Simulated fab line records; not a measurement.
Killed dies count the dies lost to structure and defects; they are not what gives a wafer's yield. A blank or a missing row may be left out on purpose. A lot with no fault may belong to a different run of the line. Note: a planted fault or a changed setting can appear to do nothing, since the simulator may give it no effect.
fab line records	flow n5_finfet
[record] lots = 7	wafers = 21
route steps=1938 shown BEOL_M13@1665 BEOL_M14@1716 BEOL_M15@1776
start_h: the number of hours between the record's first day and the start of the first shown wafer of the lot	wait_h: hours elapsed since this lot's preceding step	" as in the row above	L1.1+2: a row that stands for several wafers	- value missing, or start not given	* or withheld: withheld	< > ~ a bound
route shown NAME@n: a module of which the file shows steps, and the number in the route of the first	usual: average and standard deviation across the fault-free wafers	same: alike in all rows	chamber/n: place in a boat	sites: per-site readings	_std_site: standard deviation across them	_edge_site: the outer-site mean with the inner-site mean subtracted	radius_mm: for every site, how far away it sits from the centre of the wafer	mask NAME#n: copy n	behind: the most recent tool/chamber to have shaped the wafer	hold: why the lot was held/for how many hours/how that ended	device: which transistor (n, p or np) failed to switch	end of line: at the end of the route, the tests of the same wafers	a step given without rows: its recipe and nothing more	killed: not the wafer's yield, but the dies lost to structure and defects at the first sort	map: dies across one wafer; x = killed, . = not, _ = none there
set.NAME: the setting that was run; set.NAME@STEP: the one run at that earlier step	model.NAME: the simulator's own value behind a step, which no gauge read
lots with deliberately changed settings; one table per step, one row per wafer
[[steps]]
[step N5_BEOL_M13_EXPOSE_07]
[recipe] mask_id = V12	na = 0.93	source_shape = conventional	sigma_outer = 0.6	polarization = unpolarized	attpsm_phase_deg = 180	dose_mj = 24.8
lot.wafer	tool	chamber	start_h	wait_h	mask	set.dose_mj
L079.2+5	krf_scanner-01	0	270.14	-	V12#0	24.8
L079.6	"	0	"	"	V12#0	23.16
L078.1+3+5	krf_scanner-02	0	270.52	-	V12#0	24.8
L083.1	krf_scanner-01	0	294.25	-	V12#0	24.8
L083.2+4	"	0	"	"	V12#0	23.08
L081.3	krf_scanner-02	0	296.89	-	V12#0	26.14
L081.4+6	"	0	"	"	V12#0	24.8
L086.2+4+6	krf_scanner-02	0	334.63	-	V12#0	22.99
L089.2+4+5	krf_scanner-02	0	340.35	-	V12#0	24.8
L091.1+2+4	krf_scanner-01	0	346.75	-	V12#0	24.8
[step N5_BEOL_M13_PEB_08]
[recipe] peb_temp_c = 130	peb_time_s = 90
[step N5_BEOL_M13_DEVELOP_09]
[recipe] develop_time_s = 45	rinse_liquid = diw	dry = air_spin	dev_temp_c = 21
[step N5_BEOL_M13_HARDBAKE_14]
[recipe] temp_c = 130	time_s = 120
[step N5_BEOL_M13_CD_MEAS_10]
[recipe] target_cd_nm = 190	landing_energy_ev = 500	detector = se_inlens	polarity = opening
[usual] cd_nm = 190.2/0.97
lot.wafer	tool	chamber	start_h	wait_h	set.dose_mj@BEOL_M13_EXPOSE_07	cd_nm
L079.2	cd_sem-01	0	270.30	-	24.8	190.1
L079.5	"	0	"	"	24.8	190.4
L079.6	"	0	"	"	23.16	184.5
L078.1	cd_sem-01	0	270.70	-	24.8	190.8
L078.3	"	0	"	"	24.8	191.2
L078.5	"	0	"	"	24.8	190.6
L083.1	cd_sem-02	0	294.42	-	24.8	190.2
L083.2	"	0	"	"	23.08	181.7
L083.4	"	0	"	"	23.08	181.9
L081.3	cd_sem-02	0	297.06	-	26.14	197.0
L081.4	"	0	"	"	24.8	190.2
L081.6	"	0	"	"	24.8	190.2
L086.2	cd_sem-01	0	334.79	-	22.99	184.1
L086.4	"	0	"	"	22.99	183.7
L086.6	"	0	"	"	22.99	183.9
L089.2	cd_sem-01	0	340.52	-	24.8	191.8
L089.4	"	0	"	"	24.8	192.0
L089.5	"	0	"	"	24.8	190.3
L091.1	cd_sem-02	0	346.92	-	24.8	190.1
L091.2	"	0	"	"	24.8	190.5
L091.4	"	0	"	"	24.8	191.1
[step N5_BEOL_M13_STRIP_71]
[recipe] chemistry = post_etch_residue_remover	time_s = 60	temp_c = 25	remover_ph = withheld	remover_water_wt_pct = withheld	remover_fluoride_wt_pct = withheld
[step N5_BEOL_M13_SRD_72]
[recipe] time_s = 30	temp_c = 23	rinse_liquid = diw	dry = n2_spin	spin_rpm = 1500	dry_time_s = 30
[step N5_BEOL_M13_CD_MEAS_17]
[recipe] target_cd_nm = 190	polarity = opening
[usual] cd_nm = 190.1/1.6
lot.wafer	tool	chamber	start_h	wait_h	set.dose_mj@BEOL_M13_EXPOSE_07	cd_nm
L079.2	cd_sem-01	-	270.92	0.0	24.8	190.1
L079.5	"	-	"	"	24.8	191.5
L079.6	"	-	"	"	23.16	185.5
L078.1	cd_sem-03	-	271.31	0.0	24.8	192.2
L078.3	"	-	"	"	24.8	191.9
L078.5	"	-	"	"	24.8	189.9
L083.1	cd_sem-02	-	295.04	0.0	24.8	188.4
L083.2	"	-	"	"	23.08	182.5
L083.4	"	-	"	"	23.08	183.7
L081.3	cd_sem-02	-	297.72	0.0	26.14	195.7
L081.4	"	-	"	"	24.8	191.7
L081.6	"	-	"	"	24.8	191.5
L086.2	cd_sem-01	-	335.41	0.0	22.99	182.7
L086.4	"	-	"	"	22.99	185.2
L086.6	"	-	"	"	22.99	184.6
L089.2	cd_sem-03	-	341.14	0.0	24.8	190.3
L089.4	"	-	"	"	24.8	192.2
L089.5	"	-	"	"	24.8	189.3
L091.1	cd_sem-01	-	347.94	0.0	24.8	190.5
L091.2	"	-	"	"	24.8	190.5
L091.4	"	-	"	"	24.8	189.7
[step N5_BEOL_M13_SPUTTER_43]
[recipe] material = TaN	target_thk_a = 150	temp_c = 50	bias_v = 168.6	power_w = 15000	chamber_pressure_pa = 0.12	time_s = 24.19
lot.wafer	tool	chamber	start_h	wait_h	set.time_s	model.TaN_of_BEOL_M13_SPUTTER_43.thk_nm
L079.2	pvd_sputter-03	-	273.22	0.0	24.19	15.4
L079.5	"	-	"	"	27.07	17
L079.6	"	-	"	"	27.07	17.2
L078.1+3	pvd_sputter-03	-	273.58	0.0	24.19	15.2
L078.5	"	-	"	"	27.11	16.8
L083.1	pvd_sputter-01	-	297.70	0.0	23.13	14.2
L083.2	"	-	"	"	24.19	14.4
L083.4	"	-	"	"	23.13	14
L081.3+4	pvd_sputter-03	-	304.31	0.0	25.4	16
L081.6	"	-	"	"	25.4	15.8
L086.2+4	pvd_sputter-01	-	338.37	0.0	24.19	15
L086.6	"	-	"	"	22.36	13.8
L089.2+4+5	pvd_sputter-02	-	344.64	0.0	24.19	15.2
L091.1	pvd_sputter-01	-	354.44	0.0	27.26	16.8
L091.2+4	"	-	"	"	24.19	14.8
[step N5_BEOL_M14_ILD_DEP_00]
[recipe] material = SiO2	target_thk_a = 11193	temp_c = 400	precursor = TEOS/O2	pressure_torr = 6.5	rf_w = 900	teos_flow_sccm = 161.4	gas = O2	flow_sccm = 2650	time_s = 237.4
lot.wafer	tool	chamber	start_h	wait_h	set.temp_c	model.SiO2_of_BEOL_M14_ILD_DEP_00.thk_nm
L079.2	pecvd-04	1	274.44	0.0	400	1119
L079.5	"	0	"	"	400	1143
L079.6	"	2	"	"	400	1133
L078.1	pecvd-03	0	274.89	0.0	404.4	1044
L078.3	"	0	"	"	400	1098
L078.5	"	0	"	"	404.4	1059
L083.1	pecvd-04	1	298.94	0.0	406.7	1061
L083.2	"	0	"	"	406.7	1059
L083.4	"	1	"	"	406.7	1063
L081.3	pecvd-03	1	305.68	0.0	400	1095
L081.4	"	2	"	"	400	1115
L081.6	"	1	"	"	392.7	1177
L086.2	pecvd-01	1	339.62	0.0	392.8	1153
L086.4	"	0	"	"	392.8	1197
L086.6	"	0	"	"	400	1133
L089.2	pecvd-01	0	345.86	0.0	400	1096
L089.4	"	0	"	"	400	1132
L089.5	"	2	"	"	400	1134
L091.1	pecvd-03	1	355.92	0.0	406.9	1060
L091.2	"	0	"	"	406.9	1078
L091.4	"	2	"	"	400	1133
[step N5_BEOL_M14_THK_MEAS_01]
[recipe] reads = SiO2_of_BEOL_M14_ILD_DEP_00
[usual] M14_ILD_THK = 1120/17
lot.wafer	tool	chamber	start_h	wait_h	set.temp_c@BEOL_M14_ILD_DEP_00	M14_ILD_THK[nm]
L079.2	film_metro-02	-	274.63	0.1	400	1119
L079.5	"	-	"	"	400	1144
L079.6	"	-	"	"	400	1133
L078.1	film_metro-02	-	275.16	0.2	404.4	1045
L078.3	"	-	"	"	400	1097
L078.5	"	-	"	"	404.4	1058
L083.1	film_metro-02	-	299.21	0.2	406.7	1062
L083.2	"	-	"	"	406.7	1060
L083.4	"	-	"	"	406.7	1064
L081.3	film_metro-01	-	305.87	0.1	400	1095
L081.4	"	-	"	"	400	1115
L081.6	"	-	"	"	392.7	1178
L086.2	film_metro-02	-	339.89	0.2	392.8	1153
L086.4	"	-	"	"	392.8	1198
L086.6	"	-	"	"	400	1133
L089.2	film_metro-02	-	346.05	0.1	400	1095
L089.4	"	-	"	"	400	1131
L089.5	"	-	"	"	400	1134
L091.1	film_metro-02	-	356.11	0.1	406.9	1061
L091.2	"	-	"	"	406.9	1078
L091.4	"	-	"	"	400	1133
[step N5_BEOL_M14_COAT_58]
[recipe] resist = BARC	temp_c = 205	time_s = 60	spin_rpm = 1500	resist_thk_nm = 89
[step N5_BEOL_M14_COAT_04]
[recipe] spin_rpm = 1704	resist_thk_nm = 800
[step N5_BEOL_M14_DESCUM_15]
[recipe] chemistry = O2	time_s = 7.9	source_power_w = 50	bias_power_w = 20	pressure_mtorr = 20	rf_frequency_hz = 2.712e+07	temp_c = 40	o2_flow_sccm = 225
[step N5_BEOL_M14_ETCH_59]
[recipe] chemistry = N2/H2	target = BARC	target_depth_a = 890	overetch_a = 267	time_s = 67.9	ion_energy_ev = 200	pressure_mtorr = 30	source_w = 840	bias_w = 150	n2_flow_sccm = 200	h2_flow_sccm = 200
[step N5_BEOL_M14_VIA_ETCH_16]
[recipe] chemistry = C4F8/O2/Ar	target = SiO2	he_inner_torr = 15	he_outer_torr = 30	target_depth_a = 12313	time_s = withheld	ion_energy_ev = 800	pressure_mtorr = 20	source_w = 1905	bias_w = 2040	Ar_flow_sccm = 400	C4F8_flow_sccm = 16	O2_flow_sccm = 12	ends = cleared
lot.wafer	tool	chamber	start_h	wait_h	set.temp_c@BEOL_M14_ILD_DEP_00	model.etch.depth_nm
L079.2	rie_diel-03	2	275.24	0.0	400	1119
L079.5	"	0	"	"	400	1143
L079.6	"	1	"	"	400	1133
L078.1	rie_diel-03	3	275.77	0.0	404.4	1044
L078.3	"	1	"	"	400	1098
L078.5	"	1	"	"	404.4	1059
L083.1	rie_diel-03	1	299.69	0.0	406.7	1061
L083.2	"	2	"	"	406.7	1059
L083.4	"	3	"	"	406.7	1063
L081.3	rie_diel-03	2	306.47	0.0	400	1095
L081.4	"	1	"	"	400	1115
L081.6	"	3	"	"	392.7	1177
L086.2	rie_diel-06	2	340.37	0.0	392.8	1153
L086.4	"	1	"	"	392.8	1197
L086.6	"	3	"	"	400	1133
L089.2	rie_diel-03	0	346.66	0.0	400	1096
L089.4	"	3	"	"	400	1132
L089.5	"	3	"	"	400	1134
L091.1	rie_diel-01	2	356.71	0.0	406.9	1060
L091.2	"	1	"	"	406.9	1078
L091.4	"	0	"	"	400	1133
[step N5_BEOL_M14_STRIP_63]
[recipe] chemistry = O2	power_w = 600	temp_c = 60	pressure_mtorr = 30	rf_frequency_hz = 6e+07	bias_power_w = 0	overash_fraction = 0.3	o2_flow_sccm = 225
[step N5_BEOL_M14_STRIP_64]
[recipe] chemistry = O2	power_w = 600	temp_c = 60	pressure_mtorr = 30	rf_frequency_hz = 6e+07	bias_power_w = 0	overash_fraction = 0.3	o2_flow_sccm = 225
[step N5_BEOL_M14_STRIP_37]
[recipe] chemistry = O2	power_w = 600	temp_c = 60	pressure_mtorr = 30	rf_frequency_hz = 6e+07	bias_power_w = 0	overash_fraction = 0.3	o2_flow_sccm = 225
[step N5_BEOL_M14_ETCH_38]
[recipe] chemistry = CF4/N2	target = SiCN	target_depth_a = 1065	taper_deg = 2	time_s = 120.6	ion_energy_ev = 150	mask_material = SiO2	pressure_mtorr = 40	source_w = 430	bias_w = 70	Ar_flow_sccm = 100	cf4_flow_sccm = 60	n2_flow_sccm = 60
lot.wafer	tool	chamber	start_h	wait_h	set.temp_c@BEOL_M14_ILD_DEP_00	model.SiO2_of_BEOL_M14_ILD_DEP_00.thk_nm
L079.2	rie_diel-03	0	-	-	400	1056
L079.5	"	3	"	"	400	1077
L079.6	"	2	"	"	400	1067
L078.1	rie_diel-03	1	-	-	404.4	977
L078.3	"	0	"	"	400	1034
L078.5	"	2	"	"	404.4	993.8
L083.1	rie_diel-01	2	-	-	406.7	993.6
L083.2	"	1	"	"	406.7	993.4
L083.4	"	0	"	"	406.7	999.2
L081.3	rie_diel-06	2	-	-	400	1029
L081.4	"	1	"	"	400	1050
L081.6	"	3	"	"	392.7	1115
L086.2	rie_diel-01	2	-	-	392.8	1086
L086.4	"	1	"	"	392.8	1131
L086.6	"	2	"	"	400	1066
L089.2	rie_diel-01	1	-	-	400	1029
L089.4	"	0	"	"	400	1069
L089.5	"	2	"	"	400	1066
L091.1	rie_diel-06	1	-	-	406.9	993.8
L091.2	"	3	"	"	406.9	1016
L091.4	"	2	"	"	400	1068
[step N5_BEOL_M14_DEP_53]
[recipe] material = SiCN	target_thk_a = 500	temp_c = withheld	precursor = 3MS/NH3	pressure_torr = 3	rf_w = 675	time_s = 17.8
lot.wafer	tool	chamber	start_h	wait_h	set.time_s	model.SiCN_of_BEOL_M14_DEP_53.thk_nm
L079.2	pecvd-01	0	279.99	0.0	19.96	54.8
L079.5	"	0	"	"	17.8	50.2
L079.6	"	1	"	"	17.8	50
L078.1	pecvd-04	0	281.09	0.0	17.8	50
L078.3	"	1	"	"	17.8	50.2
L078.5	"	1	"	"	17.8	51
L083.1+2	pecvd-04	0,2	304.98	0.0	16.02	45.2
L083.4	"	2	"	"	17.8	50.4
L081.3	pecvd-03	1	309.90	0.0	17.8	49
L081.4	"	2	"	"	17.8	49.6
L081.6	"	0	"	"	19.52	54.8
L086.2+6	pecvd-03	0,2	346.00	0.0	19.44	54.2
L086.4	"	0	"	"	17.8	50
L089.2	pecvd-01	0	350.99	0.0	17.8	49.6
L089.4	"	1	"	"	17.8	51.6
L089.5	"	0	"	"	17.8	50.6
L091.1	pecvd-01	2	360.45	0.0	16.48	45.4
L091.2+4	"	1,0	"	"	16.48	46
[step N5_BEOL_M15_COAT_04]
[recipe] spin_rpm = 1704	resist_thk_nm = 800
lot.wafer	tool	chamber	start_h	wait_h	set.spin_rpm	model.coat_of_BEOL_M15_COAT_04.thk_nm
L079.2	litho_track-02	0	-	-	1704	798.4
L079.5	"	0	"	"	1704	799.2
L079.6	"	0	"	"	1704	797.6
L078.1	litho_track-01	0	-	-	1580	826.4
L078.3	"	0	"	"	1704	800.2
L078.5	"	0	"	"	1580	829.2
L083.1	litho_track-01	0	-	-	1704	801.8
L083.2	"	0	"	"	1704	803.6
L083.4	"	0	"	"	1704	799.8
L081.3	litho_track-04	0	-	-	1704	800
L081.4	"	0	"	"	1704	799.2
L081.6	"	0	"	"	1704	796.8
L086.2	litho_track-02	0	-	-	1704	798.6
L086.4	"	0	"	"	1770	783.8
L086.6	"	0	"	"	1770	784.4
L089.2	litho_track-04	0	-	-	1704	798
L089.4	"	0	"	"	1704	797.8
L089.5	"	0	"	"	1704	799.6
L091.1	litho_track-01	0	-	-	1704	802.8
L091.2	"	0	"	"	1847	772.2
L091.4	"	0	"	"	1847	770.8
[step N5_BEOL_M15_EBR_06]
[recipe] solvent = PGMEA	ebr_width_mm = 1.5
[step N5_BEOL_M15_SOFTBAKE_05]
[recipe] temp_c = 130	time_s = 60
[step N5_BEOL_M15_DESCUM_15]
[recipe] chemistry = O2	time_s = 7.9	source_power_w = 50	bias_power_w = 20	pressure_mtorr = 20	rf_frequency_hz = 2.712e+07	temp_c = 40	o2_flow_sccm = 225
[step N5_BEOL_M15_ETCH_59]
[recipe] chemistry = N2/H2	target = BARC	target_depth_a = 890	overetch_a = 267	time_s = 67.9	ion_energy_ev = 200	pressure_mtorr = 30	source_w = 840	bias_w = 150	n2_flow_sccm = 200	h2_flow_sccm = 200
lot.wafer	tool	chamber	start_h	wait_h	set.spin_rpm@BEOL_M15_COAT_04	model.coat_of_BEOL_M15_COAT_04.thk_nm
L079.2	rie_diel-05	1	280.79	0.0	1704	714.4
L079.5	"	0	"	"	1704	717.6
L079.6	"	3	"	"	1704	714
L078.1	rie_diel-02	3	282.07	0.0	1580	745.6
L078.3	"	1	"	"	1704	719
L078.5	"	3	"	"	1580	748
L083.1	rie_diel-04	3	305.79	0.0	1704	719.8
L083.2	"	1	"	"	1704	720
L083.4	"	0	"	"	1704	716.2
L081.3	rie_diel-02	3	310.87	0.0	1704	719.2
L081.4	"	1	"	"	1704	718.2
L081.6	"	1	"	"	1704	715.8
L086.2	rie_diel-02	2	347.40	0.0	1704	717.6
L086.4	"	3	"	"	1770	703.8
L086.6	"	1	"	"	1770	703.2
L089.2+4	rie_diel-02	1,2	351.79	0.0	1704	718.2
L089.5	"	0	"	"	1704	718.8
L091.1	rie_diel-04	0	361.53	0.0	1704	719.4
L091.2	"	2	"	"	1847	690
L091.4	"	1	"	"	1847	687.8
[step N5_BEOL_M15_TRENCH_ETCH_34]
[recipe] chemistry = C4F8/O2/Ar	target = SiO2	target_depth_a = 8729.3	he_inner_torr = 15	he_outer_torr = 30	time_s = 199	ion_energy_ev = 800	pressure_mtorr = 20	source_w = 1905	bias_w = 2040	Ar_flow_sccm = 400	C4F8_flow_sccm = 16	O2_flow_sccm = 12
lot.wafer	tool	chamber	start_h	wait_h	set.time_s	model.etch.depth_nm	model.coat_of_BEOL_M15_COAT_22.thk_nm
L079.2	rie_diel-02	2	282.54	0.0	199	859.6	545.4
L079.5	"	2	"	"	157.4	682	578.8
L079.6	"	1	"	"	199	855	548.2
L078.1	rie_diel-05	3	283.76	0.0	174	764.8	560.8
L078.3	"	1	"	"	199	884.4	538.4
L078.5	"	3	"	"	199	880.7	535.2
L083.1	rie_diel-05	0	307.43	0.0	199	850.4	549.2
L083.2	"	3	"	"	199	871.9	536
L083.4	"	2	"	"	176.2	764.8	563
L081.3	rie_diel-04	2	312.43	0.0	179.7	789.2	560.4
L081.4	"	3	"	"	199	877.2	544.8
L081.6	"	3	"	"	179.7	791.7	562.2
L086.2	rie_diel-04	1	349.02	0.0	199	880.7	544
L086.4	"	3	"	"	217.3	951.3	533.2
L086.6	"	0	"	"	217.3	964	520.6
L089.2	rie_diel-05	2	353.30	0.0	199	854.6	544
L089.4	"	1	"	"	199	878.5	539.8
L089.5	"	2	"	"	199	857.1	542.6
L091.1	rie_diel-04	1	363.64	0.0	199	884.2	544.6
L091.2	"	3	"	"	177.6	783.9	567
L091.4	"	2	"	"	199	875.2	544.4
[[key]]
[split] step = N5_BEOL_M13_EXPOSE_07	setting = dose_mj	stated = 24.8	by = wafer
[response] step = N5_BEOL_M13_CD_MEAS_10	reading = cd_nm	change = +1.1	per = 1%	r = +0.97
[response] step = N5_BEOL_M13_CD_MEAS_17	reading = cd_nm	change = +0.78	per = 1%	r = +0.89
[split] step = N5_BEOL_M13_SPUTTER_43	setting = time_s	stated = 24.19	by = wafer
[response] step = N5_BEOL_M13_SPUTTER_43	reading = model.TaN_of_BEOL_M13_SPUTTER_43.thk_nm	change = +0.143	per = 1%	r = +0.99
[split] step = N5_BEOL_M14_ILD_DEP_00	setting = temp_c	stated = 400	by = wafer
[response] step = N5_BEOL_M14_ILD_DEP_00	reading = model.SiO2_of_BEOL_M14_ILD_DEP_00.thk_nm	change = -34.3	per = 1%	r = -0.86
[response] step = N5_BEOL_M14_THK_MEAS_01	reading = M14_ILD_THK	change = -34.3	per = 1%	r = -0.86
[response] step = N5_BEOL_M14_VIA_ETCH_16	reading = model.etch.depth_nm	change = -34.3	per = 1%	r = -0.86
[response] step = N5_BEOL_M14_ETCH_38	reading = model.SiO2_of_BEOL_M14_ILD_DEP_00.thk_nm	change = -35	per = 1%	r = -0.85
[split] step = N5_BEOL_M14_DEP_53	setting = time_s	stated = 17.8	by = wafer
[response] step = N5_BEOL_M14_DEP_53	reading = model.SiCN_of_BEOL_M14_DEP_53.thk_nm	change = +0.472	per = 1%	r = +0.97
[split] step = N5_BEOL_M15_COAT_04	setting = spin_rpm	stated = 1704	by = wafer
[response] step = N5_BEOL_M15_COAT_04	reading = model.coat_of_BEOL_M15_COAT_04.thk_nm	change = -3.76	per = 1%	r = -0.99
[response] step = N5_BEOL_M15_ETCH_59	reading = model.coat_of_BEOL_M15_COAT_04.thk_nm	change = -3.71	per = 1%	r = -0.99
[split] step = N5_BEOL_M15_TRENCH_ETCH_34	setting = time_s	stated = 199	by = wafer
[response] step = N5_BEOL_M15_TRENCH_ETCH_34	reading = model.etch.depth_nm	change = +8.65	per = 1%	r = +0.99
[response] step = N5_BEOL_M15_TRENCH_ETCH_34	reading = model.coat_of_BEOL_M15_COAT_22.thk_nm	change = -1.73	per = 1%	r = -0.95
